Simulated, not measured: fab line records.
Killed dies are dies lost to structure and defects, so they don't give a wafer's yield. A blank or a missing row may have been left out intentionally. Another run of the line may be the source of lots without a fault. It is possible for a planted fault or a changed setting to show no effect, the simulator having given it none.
fab line records | flow n5_finfet
[record] lots = 7 wafers = 21
route steps=1938 shown BEOL_M11@1536 BEOL_M12@1608 BEOL_M13@1665 BEOL_M14@1763 BEOL_M15@1820 MIM_BOT_LITHO@1858
start_h: hours from the record's opening day to when the first of the lot's shown wafers began | wait_h: time in hours since the lot's previous step | " the same as in the row above | L1.1+2: a row that stands for several wafers | - no value, or no start given | * or withheld: withheld | < > ~ a bound
route shown NAME@n: a module of which the file shows steps, and the number in the route of the first | usual: average and standard deviation across the fault-free wafers | same: alike in all rows | chamber/n: place in a boat | sites: the reading at each site | _std_site: how widely they spread, as a standard deviation | _edge_site: outer sites' mean less inner sites' | radius_mm: for every site, how far away it sits from the centre of the wafer | mask NAME#n: copy n | behind: the tool/chamber that last shaped the wafer | hold: the reason the lot was held/the length of the hold in hours/how it ended | device: the transistor (n, p or np) that didn't switch | end of line: tests run on the same wafers once the route is complete | a step with no rows: only its recipe | killed: at the first sort, the dies lost to defects and structure; wafer yield is something else | map: a wafer's dies, x killed, . not, _ none there
set.NAME: the setting as run; set.NAME@STEP: as run at that earlier step | model.NAME: the simulator's own value behind a step, which no gauge read
lots run with intentionally changed settings; tables by step, rows by wafer
[[steps]]
[step N5_BEOL_M11_ILD_DEP_00]
[recipe] material = SiCOH_lowk target_thk_a = 3085.1 temp_c = 300 precursor = DEMS/porogen pressure_torr = 5 rf_w = 500 time_s = 58
// columns lot.wafer tool chamber start_h wait_h set.time_s model.SiCOH_lowk_of_BEOL_M11_ILD_DEP_00.thk_nm
L079.1 pecvd-03 1 260.51 0.0 58 306.6
L079.5 " 2 " " 58 305
L079.6 " 1 " " 52.87 280.4
L084.4 pecvd-01 2 307.12 0.1 61.5 329.4
L084.5 " 1 " " 58 310
L084.6 " 0 " " 58 310.8
L087.2 pecvd-03 2 335.95 0.0 62.64 331.6
L087.4 " 2 " " 58 313.4
L087.5 " 0 " " 58 313.8
L089.1 pecvd-04 2 336.33 0.0 65.38 342.6
L089.3 " 1 " " 58 306.2
L089.6 " 0 " " 65.38 348.8
L091.3 pecvd-04 0 360.78 0.0 50.74 265.4
L091.4 " 0 " " 50.74 266
L091.6 " 2 " " 50.74 265
L093.3 pecvd-01 0 364.99 0.1 53.24 286.4
L093.5 " 0 " " 53.24 288.6
L093.6 " 1 " " 58 314.4
L092.2 pecvd-03 1 366.22 0.0 58 309
L092.4 " 0 " " 58 316.4
L092.6 " 1 " " 58 314.4
[step N5_BEOL_M11_CURE_71]
[recipe] temp_c = 385 time_s = 240 ambient = He/Ar material = SiCOH_lowk
// columns lot.wafer tool chamber start_h wait_h set.time_s@BEOL_M11_ILD_DEP_00 model.SiCOH_lowk_of_BEOL_M11_ILD_DEP_00.thk_nm
L079.1 uv_cure-02 2 260.64 0.1 58 266.2
L079.5 " 2 " " 58 265
L079.6 " 2 " " 52.87 243.2
L084.4 uv_cure-03 0 307.41 0.3 61.5 286.4
L084.5 " 0 " " 58 269.4
L084.6 " 0 " " 58 270
L087.2 uv_cure-01 1 336.11 0.1 62.64 288.4
L087.4 " 1 " " 58 272.4
L087.5 " 1 " " 58 272.6
L089.1 uv_cure-02 2 336.41 0.0 65.38 298.2
L089.3 " 2 " " 58 266
L089.6 " 2 " " 65.38 303.8
L091.3 uv_cure-02 0 361.02 0.2 50.74 230
L091.4 " 0 " " 50.74 230.6
L091.6 " 0 " " 50.74 229.6
L093.3 uv_cure-02 2 365.23 0.2 53.24 248.4
L093.5 " 2 " " 53.24 250.4
L093.6 " 2 " " 58 273.2
L092.2 uv_cure-01 1 366.81 0.6 58 268.4
L092.4 " 1 " " 58 275
L092.6 " 1 " " 58 273.2
[step N5_BEOL_M11_THK_MEAS_01]
[recipe] reads = SiCOH_lowk_of_BEOL_M11_ILD_DEP_00
[usual] M11_ILD_THK = 268/3.3
// columns lot.wafer tool chamber start_h wait_h set.time_s@BEOL_M11_ILD_DEP_00 M11_ILD_THK[nm]
L079.1 film_metro-01 - 261.16 0.4 58 266
L079.5 " - " " 58 265
L079.6 " - " " 52.87 243
L084.4 film_metro-02 - 307.68 0.2 61.5 287
L084.5 " - " " 58 269
L084.6 " - " " 58 270
L087.2 film_metro-01 - 336.54 0.4 62.64 288
L087.4 " - " " 58 272
L087.5 " - " " 58 273
L089.1 film_metro-02 - 336.92 0.4 65.38 298
L089.3 " - " " 58 266
L089.6 " - " " 65.38 304
L091.3 film_metro-02 - 361.38 0.3 50.74 230
L091.4 " - " " 50.74 230
L091.6 " - " " 50.74 230
L093.3 film_metro-01 - 365.58 0.3 53.24 249
L093.5 " - " " 53.24 250
L093.6 " - " " 58 273
L092.2 film_metro-01 - 367.24 0.4 58 268
L092.4 " - " " 58 275
L092.6 " - " " 58 273
[step N5_BEOL_M11_COAT_59]
[recipe] resist = SOC temp_c = 250 time_s = 60 spin_rpm = 1500 resist_thk_nm = 100
// columns lot.wafer tool chamber start_h wait_h set.spin_rpm model.SOC_of_BEOL_M11_COAT_59.thk_nm
L079.1 litho_track-04 0 262.45 0.1 1500 99.8
L079.5 " 0 " " 1500 100
L079.6 " 0 " " 1500 100.2
L084.4 litho_track-01 0 308.42 0.1 1500 100.6
L084.5 " 0 " " 1500 100.4
L084.6 " 0 " " 1341 106
L087.2 litho_track-01 0 338.72 0.1 1589 97.4
L087.4+5 " 0 " " 1589 97.2
L089.1 litho_track-05 0 338.92 0.1 1500 100
L089.3 " 0 " " 1568 98
L089.6 " 0 " " 1568 97.8
L091.3+4 litho_track-05 0 362.68 0.1 1500 99.6
L091.6 " 0 " " 1500 100.2
L093.3+5 litho_track-01 0 367.84 0.1 1500 100.2
L093.6 " 0 " " 1500 100
L092.2 litho_track-05 0 368.30 0.1 1500 100.2
L092.4+6 " 0 " " 1500 100
[step N5_BEOL_M11_COAT_60]
[recipe] resist = SiARC temp_c = 220 time_s = 60 spin_rpm = 1500 resist_thk_nm = 30
[step N5_BEOL_M11_COAT_05]
[recipe] resist = CAR-ArF spin_rpm = 1500 resist_thk_nm = 90
[step N5_BEOL_M11_DESCUM_16]
[recipe] chemistry = O2 time_s = 7.9 source_power_w = 50 bias_power_w = 20 pressure_mtorr = 20 rf_frequency_hz = 2.712e+07 temp_c = 40 resist = CAR-ArF o2_flow_sccm = 225
[step N5_BEOL_M11_ETCH_61]
[recipe] chemistry = CF4 target = SiARC target_depth_a = 390 mask_material = CAR-ArF time_s = 65 ion_energy_ev = 80 pressure_mtorr = 40 source_w = 545 bias_w = 36 Ar_flow_sccm = 100 cf4_flow_sccm = 100 ends = cleared
[step N5_BEOL_M11_ETCH_62]
[recipe] chemistry = N2/H2 target = SOC target_depth_a = 1100 overetch_a = 220 mask_material = SiARC temp_c = 40 time_s = 165 ion_energy_ev = 200 pressure_mtorr = 30 source_w = 840 bias_w = 150 n2_flow_sccm = 200 h2_flow_sccm = 200
// columns lot.wafer tool chamber start_h wait_h set.spin_rpm@BEOL_M11_COAT_59 model.etch.depth_nm
L079.1 rie_diel-03 2 263.26 0.0 1500 99.82
L079.5 " 3 " " 1500 100.1
L079.6 " 2 " " 1500 100.2
L084.4 rie_diel-03 0 309.03 0.0 1500 100.5
L084.5 " 0 " " 1500 100.4
L084.6 " 3 " " 1341 105.9
L087.2 rie_diel-01 0 339.26 0.0 1589 97.45
L087.4 " 2 " " 1589 97.25
L087.5 " 0 " " 1589 97.22
L089.1 rie_diel-01 0 339.99 0.0 1500 99.96
L089.3 " 2 " " 1568 97.94
L089.6 " 3 " " 1568 97.72
L091.3 rie_diel-03 1 363.10 0.0 1500 99.67
L091.4 " 2 " " 1500 99.65
L091.6 " 2 " " 1500 100.2
L093.3 rie_diel-01 2 368.33 0.0 1500 100.3
L093.5 " 1 " " 1500 100.2
L093.6 " 3 " " 1500 99.99
L092.2 rie_diel-06 2 369.23 0.0 1500 100.2
L092.4 " 0 " " 1500 99.96
L092.6 " 0 " " 1500 100.1
[step N5_BEOL_M11_STRIP_68]
[recipe] chemistry = N2/H2 temp_c = 40 n2_flow_sccm = 200 h2_flow_sccm = 200 rf_frequency_hz = 6e+07
[step N5_BEOL_M11_STRIP_67]
[recipe] chemistry = CF4 resist = SiARC power_w = 300 bias_power_w = 75 pressure_mtorr = 50 cf4_flow_sccm = 150 rf_frequency_hz = 6e+07
[step N5_BEOL_M11_HM_OPEN_17]
[recipe] chemistry = Cl2/BCl3 target_depth_a = 200 overetch_a = 60 target = TiN mask_material = SOC ion_energy_ev = 150 pressure_mtorr = 10 icp_w = 1000 bias_w = 126 Cl2_flow_sccm = 53.25 bcl3_flow_sccm = 21.75 Ar_flow_sccm = 25
// columns lot.wafer tool chamber start_h wait_h set.spin_rpm@BEOL_M11_COAT_59 model.SOC_of_BEOL_M11_COAT_59.thk_nm
L079.1 rie_metal-03 0 263.45 0.0 1500 91.8
L079.5 " 1 " " 1500 92.2
L079.6 " 0 " " 1500 92
L084.4 rie_metal-02 0 309.25 0.1 1500 92.6
L084.5 " 1 " " 1500 92.4
L084.6 " 0 " " 1341 98
L087.2+5 rie_metal-02 0,1 339.45 0.0 1589 89.4
L087.4 " 1 " " 1589 89.2
L089.1 rie_metal-03 1 340.18 0.0 1500 92.2
L089.3 " 0 " " 1568 89.8
L089.6 " 1 " " 1568 90
L091.3+4 rie_metal-02 1 363.35 0.1 1500 91.8
L091.6 " 1 " " 1500 92.2
L093.3+5 rie_metal-01 1 368.54 0.1 1500 92.2
L093.6 " 0 " " 1500 92
L092.2 rie_metal-02 1 369.44 0.1 1500 92.4
L092.4 " 1 " " 1500 92
L092.6 " 1 " " 1500 92.2
[step N5_BEOL_M12_EXPOSE_07]
[recipe] mask_id = V11 na = 0.93 source_shape = conventional sigma_outer = 0.6 polarization = unpolarized attpsm_phase_deg = 180 dose_mj = 32.5
// columns lot.wafer tool chamber start_h wait_h mask set.dose_mj
L079.1 krf_scanner-02 0 268.90 - V11#0 32.5
L079.5+6 " 0 " " V11#0 34.37
L084.4 krf_scanner-01 0 317.07 - V11#0 32.5
L084.5+6 " 0 " " V11#0 30.76
L087.2+5 krf_scanner-01 0 346.28 - V11#0 34.63
L087.4 " 0 " " V11#0 32.5
L089.1+3+6 krf_scanner-02 0 347.32 - V11#0 32.5
L091.3+4+6 krf_scanner-02 0 370.07 - V11#0 32.5
L093.3+6 krf_scanner-02 0 375.66 - V11#0 32.5
L093.5 " 0 " " V11#0 34.89
L092.2+4+6 krf_scanner-01 0 377.63 - V11#0 32.5
[step N5_BEOL_M12_PEB_08]
[recipe] peb_temp_c = 130 peb_time_s = 90
[step N5_BEOL_M12_DEVELOP_09]
[recipe] develop_time_s = 45 rinse_liquid = diw dry = air_spin dev_temp_c = 21
[step N5_BEOL_M12_HARDBAKE_14]
[recipe] temp_c = 130 time_s = 120
[step N5_BEOL_M12_CD_MEAS_10]
[recipe] target_cd_nm = 140 landing_energy_ev = 500 detector = se_inlens polarity = opening
[usual] cd_nm = 140.0/1.4
// columns lot.wafer tool chamber start_h wait_h set.dose_mj@BEOL_M12_EXPOSE_07 cd_nm
L079.1 cd_sem-03 0 269.07 - 32.5 141.3
L079.5 " 0 " " 34.37 145.9
L079.6 " 0 " " 34.37 145.2
L084.4 cd_sem-03 0 317.23 - 32.5 137.7
L084.5 " 0 " " 30.76 134.4
L084.6 " 0 " " 30.76 132.7
L087.2 cd_sem-02 0 346.45 - 34.63 148.4
L087.4 " 0 " " 32.5 137.5
L087.5 " 0 " " 34.63 149.5
L089.1 cd_sem-03 0 347.49 - 32.5 138.9
L089.3 " 0 " " 32.5 140.5
L089.6 " 0 " " 32.5 140.7
L091.3 cd_sem-01 0 370.24 - 32.5 139.7
L091.4 " 0 " " 32.5 137.0
L091.6 " 0 " " 32.5 139.3
L093.3 cd_sem-03 0 375.82 - 32.5 141.9
L093.5 " 0 " " 34.89 146.9
L093.6 " 0 " " 32.5 140.9
L092.2 cd_sem-02 0 377.79 - 32.5 137.8
L092.4 " 0 " " 32.5 139.0
L092.6 " 0 " " 32.5 139.9
[step N5_BEOL_M12_CMP_49]
[recipe] stop_on = SiOC t_overpolish_s = 20.6 down_force_psi = 1 platen_rpm = 50 clearing_platen_down_force_psi = 1.5 clearing_platen_rpm = 50 post_cmp_clean = cu_alkaline target_thk_nm = 320 clearing_platen_pad_velocity_m_s = 0.99484 pad_velocity_m_s = 0.99484
[usual] barrier_field_endpoint_s = 30.4/0.53
// columns lot.wafer tool chamber start_h wait_h set.down_force_psi barrier_field_endpoint_s
L079.1 cmp-01 1 272.25 0.3 1.139 26.1
L079.5 " 0 " " 1 30.3
L079.6 " 1 " " 1 29.6
L084.4 cmp-01 1 321.80 0.2 1 30.4
L084.6 " 2 " " 1 30.8
L084.5 " 3 " " 1 30.9
L089.1 cmp-02 1 355.79 0.3 1 29.6
L089.3 " 2 " " 1 29.8
L089.6 " 3 " " 1 30.9
L087.4 cmp-01 3 355.96 0.3 1 30.5
L087.2 " 0 " " 1 30.7
L087.5 " 2 " " 1 30.7
L091.4 cmp-01 0 374.52 0.2 0.8676 35.4
L091.3 " 1 " " 1 31.3
L091.6 " 2 " " 0.8676 35.6
L093.3 cmp-02 0 383.99 0.2 0.9414 32.3
L093.5 " 2 " " 1 31.3
L093.6 " 3 " " 1 30.7
L092.2 cmp-03 3 386.07 0.2 1 30.7
L092.4 " 1 " " 1 30.2
L092.6 " 0 " " 1 31.5
[step N5_BEOL_M13_EXPOSE_07]
[recipe] mask_id = V12 na = 0.93 source_shape = conventional sigma_outer = 0.6 polarization = unpolarized attpsm_phase_deg = 180 dose_mj = 24.8
// columns lot.wafer tool chamber start_h wait_h mask set.dose_mj
L079.1+5 krf_scanner-02 0 272.98 - V12#0 23.81
L079.6 " 0 " " V12#0 24.8
L084.4+6 krf_scanner-01 0 322.59 - V12#0 24.11
L084.5 " 0 " " V12#0 24.8
L089.1+3+6 krf_scanner-02 0 356.48 - V12#0 24.8
L087.2+4 krf_scanner-01 0 356.78 - V12#0 24.8
L087.5 " 0 " " V12#0 23.48
L091.3 krf_scanner-01 0 375.36 - V12#0 23.42
L091.4+6 " 0 " " V12#0 24.8
L093.3 krf_scanner-01 0 384.77 - V12#0 24.8
L093.5+6 " 0 " " V12#0 23.09
L092.2+4+6 krf_scanner-01 0 386.87 - V12#0 24.8
[step N5_BEOL_M13_PEB_08]
[recipe] peb_temp_c = 130 peb_time_s = 90
[step N5_BEOL_M13_DEVELOP_09]
[recipe] develop_time_s = 45 rinse_liquid = diw dry = air_spin dev_temp_c = 21
[step N5_BEOL_M13_HARDBAKE_14]
[recipe] temp_c = 130 time_s = 120
[step N5_BEOL_M13_CD_MEAS_10]
[recipe] target_cd_nm = 190 landing_energy_ev = 500 detector = se_inlens polarity = opening
[usual] cd_nm = 190.7/0.82
// columns lot.wafer tool chamber start_h wait_h set.dose_mj@BEOL_M13_EXPOSE_07 cd_nm
L079.1 cd_sem-02 0 273.15 - 23.81 187.2
L079.5 " 0 " " 23.81 187.0
L079.6 " 0 " " 24.8 190.5
L084.4 cd_sem-02 0 322.75 - 24.11 187.5
L084.5 " 0 " " 24.8 190.5
L084.6 " 0 " " 24.11 187.9
L089.1 cd_sem-03 0 356.65 - 24.8 190.8
L089.3 " 0 " " 24.8 189.8
L089.6 " 0 " " 24.8 189.6
L087.2 cd_sem-01 0 356.94 - 24.8 190.9
L087.4 " 0 " " 24.8 191.9
L087.5 " 0 " " 23.48 185.7
L091.3 cd_sem-02 0 375.52 - 23.42 184.4
L091.4 " 0 " " 24.8 191.7
L091.6 " 0 " " 24.8 191.0
L093.3 cd_sem-01 0 384.94 - 24.8 191.5
L093.5 " 0 " " 23.09 184.9
L093.6 " 0 " " 23.09 183.7
L092.2 cd_sem-01 0 387.04 - 24.8 191.2
L092.4 " 0 " " 24.8 191.7
L092.6 " 0 " " 24.8 190.7
[step N5_BEOL_M13_STRIP_71]
[recipe] chemistry = post_etch_residue_remover time_s = 60 temp_c = 25 remover_ph = withheld remover_water_wt_pct = withheld remover_fluoride_wt_pct = withheld
[step N5_BEOL_M13_SRD_72]
[recipe] time_s = 30 temp_c = 23 rinse_liquid = diw dry = n2_spin spin_rpm = 1500 dry_time_s = 30
[step N5_BEOL_M13_CD_MEAS_17]
[recipe] target_cd_nm = 190 polarity = opening
[usual] cd_nm = 191.1/1.2
// columns lot.wafer tool chamber start_h wait_h set.dose_mj@BEOL_M13_EXPOSE_07 cd_nm
L079.1 cd_sem-02 - 273.77 0.0 23.81 188.0
L079.5 " - " " 23.81 186.4
L079.6 " - " " 24.8 192.0
L084.4 cd_sem-03 - 323.37 0.0 24.11 189.3
L084.5 " - " " 24.8 192.0
L084.6 " - " " 24.11 188.0
L089.1 cd_sem-03 - 357.27 0.0 24.8 191.5
L089.3 " - " " 24.8 190.4
L089.6 " - " " 24.8 190.3
L087.2 cd_sem-02 - 357.56 0.0 24.8 192.5
L087.4 " - " " 24.8 192.5
L087.5 " - " " 23.48 186.4
L091.3 cd_sem-02 - 376.14 0.0 23.42 184.9
L091.4 " - " " 24.8 192.7
L091.6 " - " " 24.8 191.2
L093.3 cd_sem-01 - 385.56 0.0 24.8 191.1
L093.5 " - " " 23.09 185.1
L093.6 " - " " 23.09 185.1
L092.2 cd_sem-03 - 387.83 0.0 24.8 191.6
L092.4 " - " " 24.8 193.6
L092.6 " - " " 24.8 191.0
[step N5_BEOL_M14_SPUTTER_44]
[recipe] material = Ta target_thk_a = 150 temp_c = 50 bias_v = 80 power_w = 15000 chamber_pressure_pa = 0.07 time_s = 24.19
// columns lot.wafer tool chamber start_h wait_h set.power_w model.Ta_of_BEOL_M14_SPUTTER_44.thk_nm
L079.1 pvd_sputter-03 - 287.37 0.0 16170 16
L079.5 " - " " 16170 16.4
L079.6 " - " " 15000 15
L084.4+6 pvd_sputter-02 - 331.11 0.0 15000 15.2
L084.5 " - " " 15000 15
L089.1 pvd_sputter-01 - 365.84 0.0 15000 15.2
L089.3+6 " - " " 15000 15
L087.2+4 pvd_sputter-03 - 367.75 0.0 15000 15
L087.5 " - " " 12810 13
L091.3 pvd_sputter-02 - 386.66 0.0 15000 15
L091.4 " - " " 16710 16.8
L091.6 " - " " 16710 16.6
L093.3+6 pvd_sputter-01 - 393.54 0.0 15000 15.2
L093.5 " - " " 15000 15.4
L092.2+4+6 pvd_sputter-01 - 396.58 0.0 15000 14.8
[step N5_BEOL_M15_SPUTTER_44]
[recipe] material = Ta target_thk_a = 150 temp_c = 50 bias_v = 80 power_w = 15000 chamber_pressure_pa = 0.07 time_s = 24.19
// columns lot.wafer tool chamber start_h wait_h set.power_w model.Ta_of_BEOL_M15_SPUTTER_44.thk_nm
L079.1+5 pvd_sputter-03 - 293.34 0.0 15000 14.8
L079.6 " - " " 12600 12.6
L084.4 pvd_sputter-02 - 343.77 0.0 13490 13.4
L084.5+6 " - " " 15000 15
L089.1 pvd_sputter-03 - 374.17 0.0 15810 15.8
L089.3 " - " " 15810 16
L089.6 " - " " 15000 15
L087.2 pvd_sputter-02 - 374.21 0.0 15000 15
L087.4 " - " " 15870 15.8
L087.5 " - " " 15870 16
L091.3+6 pvd_sputter-02 - 392.84 0.0 15000 15
L091.4 " - " " 15000 15.2
L093.3+6 pvd_sputter-03 - 399.54 0.0 15000 15
L093.5 " - " " 15000 15.2
L092.2+4+6 pvd_sputter-01 - 404.51 0.0 15000 15.2
[step N5_MIM_BOT_LITHO_EXPOSE_05]
[recipe] mask_id = MIM_BOT na = 0.55 source_shape = conventional sigma_outer = 0.8 polarization = unpolarized dose_mj = 24.25
// columns lot.wafer tool chamber start_h wait_h mask set.dose_mj
L079.1+5 krf_scanner-02 0 298.72 - MIM_BOT#0 25.58
L079.6 " 0 " " MIM_BOT#0 24.25
L084.4 krf_scanner-02 0 352.51 - MIM_BOT#0 25.56
L084.5+6 " 0 " " MIM_BOT#0 24.25
L089.1+3+6 krf_scanner-01 0 380.42 - MIM_BOT#0 23
L087.2+5 krf_scanner-02 0 381.03 - MIM_BOT#0 25.54
L087.4 " 0 " " MIM_BOT#0 24.25
L091.3+4 krf_scanner-02 0 398.76 - MIM_BOT#0 24.25
L091.6 " 0 " " MIM_BOT#0 25.07
L093.3+6 krf_scanner-02 0 405.47 - MIM_BOT#0 24.25
L093.5 " 0 " " MIM_BOT#0 22.65
L092.2+4+6 krf_scanner-02 0 410.62 - MIM_BOT#0 24.25
[step N5_MIM_BOT_LITHO_PEB_06]
[recipe] peb_temp_c = withheld peb_time_s = *
[step N5_MIM_BOT_LITHO_DEVELOP_07]
[recipe] develop_time_s = 60 rinse_liquid = diw dry = air_spin dev_temp_c = 21
[step N5_MIM_BOT_LITHO_HARDBAKE_09]
[recipe] temp_c = 130 time_s = 120
[step N5_MIM_BOT_LITHO_CD_MEAS_08]
[recipe] target_cd_nm = 3000 landing_energy_ev = 500 detector = se_inlens polarity = opening
[usual] cd_nm = 3000.0/1.4
// columns lot.wafer tool chamber start_h wait_h set.dose_mj@MIM_BOT_LITHO_EXPOSE_05 cd_nm
L079.1 cd_sem-01 0 298.90 - 25.58 3011.0
L079.5 " 0 " " 25.58 3008.8
L079.6 " 0 " " 24.25 2999.5
L084.4 cd_sem-01 0 352.68 - 25.56 3009.4
L084.5 " 0 " " 24.25 3000.9
L084.6 " 0 " " 24.25 3001.0
L089.1 cd_sem-01 0 380.60 - 23 2990.0
L089.3 " 0 " " 23 2990.4
L089.6 " 0 " " 23 2991.3
L087.2 cd_sem-01 0 381.20 - 25.54 3009.9
L087.4 " 0 " " 24.25 2997.4
L087.5 " 0 " " 25.54 3009.1
L091.3 cd_sem-02 0 398.93 - 24.25 3002.8
L091.4 " 0 " " 24.25 3001.1
L091.6 " 0 " " 25.07 3007.5
L093.3 cd_sem-02 0 405.63 - 24.25 3001.5
L093.5 " 0 " " 22.65 2987.9
L093.6 " 0 " " 24.25 3001.7
L092.2 cd_sem-01 0 410.79 - 24.25 3000.6
L092.4 " 0 " " 24.25 2998.0
L092.6 " 0 " " 24.25 3001.9
[[key]]
[split] step = N5_BEOL_M11_ILD_DEP_00 setting = time_s stated = 58 by = wafer
[response] step = N5_BEOL_M11_ILD_DEP_00 reading = model.SiCOH_lowk_of_BEOL_M11_ILD_DEP_00.thk_nm change = +2.96 per = 1% r = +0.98
[response] step = N5_BEOL_M11_CURE_71 reading = model.SiCOH_lowk_of_BEOL_M11_ILD_DEP_00.thk_nm change = +2.62 per = 1% r = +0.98
[response] step = N5_BEOL_M11_THK_MEAS_01 reading = M11_ILD_THK change = +2.62 per = 1% r = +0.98
[split] step = N5_BEOL_M11_COAT_59 setting = spin_rpm stated = 1500 by = wafer
[response] step = N5_BEOL_M11_COAT_59 reading = model.SOC_of_BEOL_M11_COAT_59.thk_nm change = -0.51 per = 1% r = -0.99
[response] step = N5_BEOL_M11_ETCH_62 reading = model.etch.depth_nm change = -0.509 per = 1% r = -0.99
[response] step = N5_BEOL_M11_HM_OPEN_17 reading = model.SOC_of_BEOL_M11_COAT_59.thk_nm change = -0.517 per = 1% r = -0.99
[split] step = N5_BEOL_M12_EXPOSE_07 setting = dose_mj stated = 32.5 by = wafer
[response] step = N5_BEOL_M12_CD_MEAS_10 reading = cd_nm change = +1.03 per = 1% r = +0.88
[split] step = N5_BEOL_M12_CMP_49 setting = down_force_psi stated = 1 by = wafer
[response] step = N5_BEOL_M12_CMP_49 reading = barrier_field_endpoint_s change = -0.29 per = 1% r = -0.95
[split] step = N5_BEOL_M13_EXPOSE_07 setting = dose_mj stated = 24.8 by = wafer
[response] step = N5_BEOL_M13_CD_MEAS_10 reading = cd_nm change = +1.07 per = 1% r = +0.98
[response] step = N5_BEOL_M13_CD_MEAS_17 reading = cd_nm change = +1.08 per = 1% r = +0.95
[split] step = N5_BEOL_M14_SPUTTER_44 setting = power_w stated = 15000 by = wafer
[response] step = N5_BEOL_M14_SPUTTER_44 reading = model.Ta_of_BEOL_M14_SPUTTER_44.thk_nm change = +0.143 per = 1% r = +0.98
[split] step = N5_BEOL_M15_SPUTTER_44 setting = power_w stated = 15000 by = wafer
[response] step = N5_BEOL_M15_SPUTTER_44 reading = model.Ta_of_BEOL_M15_SPUTTER_44.thk_nm change = +0.146 per = 1% r = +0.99
[split] step = N5_MIM_BOT_LITHO_EXPOSE_05 setting = dose_mj stated = 24.25 by = wafer
[response] step = N5_MIM_BOT_LITHO_CD_MEAS_08 reading = cd_nm change = +1.94 per = 1% r = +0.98
